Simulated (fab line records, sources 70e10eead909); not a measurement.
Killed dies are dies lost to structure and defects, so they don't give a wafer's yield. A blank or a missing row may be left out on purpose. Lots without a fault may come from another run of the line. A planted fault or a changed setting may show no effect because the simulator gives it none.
Chamber matching | flow nand_harc | NHARC_A_STAIRCASE_TRIM_12 on rie_diel-11: 4 sister chambers
The step chemistry O2, time 211.2 s. 16 wafers are shown with their chamber, then 8 later ones without.

WAFERS WITH THEIR CHAMBER
wafer  | chamber | drypump_motor_current_A (A) | showerhead_plenum_p_Torr (Torr) | rf_vpp_V (V)
L076.1 | 1       | 6.4                         | 3.79                            | 57.5
L076.5 | 1       | 6.4                         | 3.79                            | 59.6
L076.6 | 0       | 5.3                         | 3.38                            | 56.8
L082.2 | 0       | 5.3                         | 3.37                            | 57.3
L082.3 | 1       | 6.5                         | 3.78                            | 58.2
L082.6 | 0       | 5.3                         | 3.37                            | 57.4
L085.1 | 1       | 6.4                         | 3.77                            | 58.5
L085.2 | 0       | 5.3                         | 3.36                            | 58.7
L085.3 | 3       | 5.5                         | 3.65                            | 57.6
L087.3 | 0       | 5.3                         | 3.36                            | 57.8
L087.5 | 1       | 6.4                         | 3.76                            | 58.1
L087.6 | 0       | 5.3                         | 3.36                            | 56.1
L088.1 | 2       | 6.0                         | 3.73                            | 58.9
L088.5 | 0       | 5.3                         | 3.35                            | 57.2
L088.6 | 1       | 6.4                         | 3.76                            | 59.3
L090.1 | 1       | 6.5                         | 3.76                            | 57.8

SIGNATURES (means of the wafers above)
reading                  | chamber 0 | chamber 1 | chamber 2 | chamber 3 | scatter within a chamber
drypump_motor_current_A  | 5.300     | 6.429     | 6.000     | 5.500     | 0.0345
showerhead_plenum_p_Torr | 3.3643    | 3.7729    | 3.7300    | 3.6500    | 0.012
rf_vpp_V                 | 57.329    | 58.429    | 58.900    | 57.600    | 0.789
Rule: a wafer's distance from a chamber is the root of the sum, over the readings, of the square of ((its reading less the chamber's mean) divided by the reading's scatter). The wafer belongs to the nearest chamber; if the next one is less than 2 further off, it can't be placed. The scatter: the root of (the sum of the squares of (reading less its chamber's mean) over the shown wafers, divided by (wafers less chambers)).

WAFERS WITHOUT THEIR CHAMBER
wafer  | drypump_motor_current_A (A) | showerhead_plenum_p_Torr (Torr) | rf_vpp_V (V)
L090.2 | 5.3                         | 3.35                            | 56.6
L090.5 | 6.0                         | 3.72                            | 58.4
L094.1 | 6.0                         | 3.71                            | 58.2
L094.4 | 5.5                         | 3.63                            | 58.0
L094.5 | 5.3                         | 3.35                            | 56.6
L096.2 | 6.4                         | 3.75                            | 59.8
L096.3 | 5.5                         | 3.62                            | 59.9
L096.6 | 6.4                         | 3.75                            | 58.8

WHICH CHAMBER EACH WENT THROUGH
wafer  | from the rows above | in truth
L090.2 | 0                   | 0
L090.5 | 2                   | 2
L094.1 | 2                   | 2
L094.4 | 3                   | 3
L094.5 | 0                   | 0
L096.2 | 1                   | 1
L096.3 | 3                   | 3
L096.6 | 1                   | 1
Placed correctly: 8 of 8. Can't be placed from these rows: 0. Placed wrongly: 0.
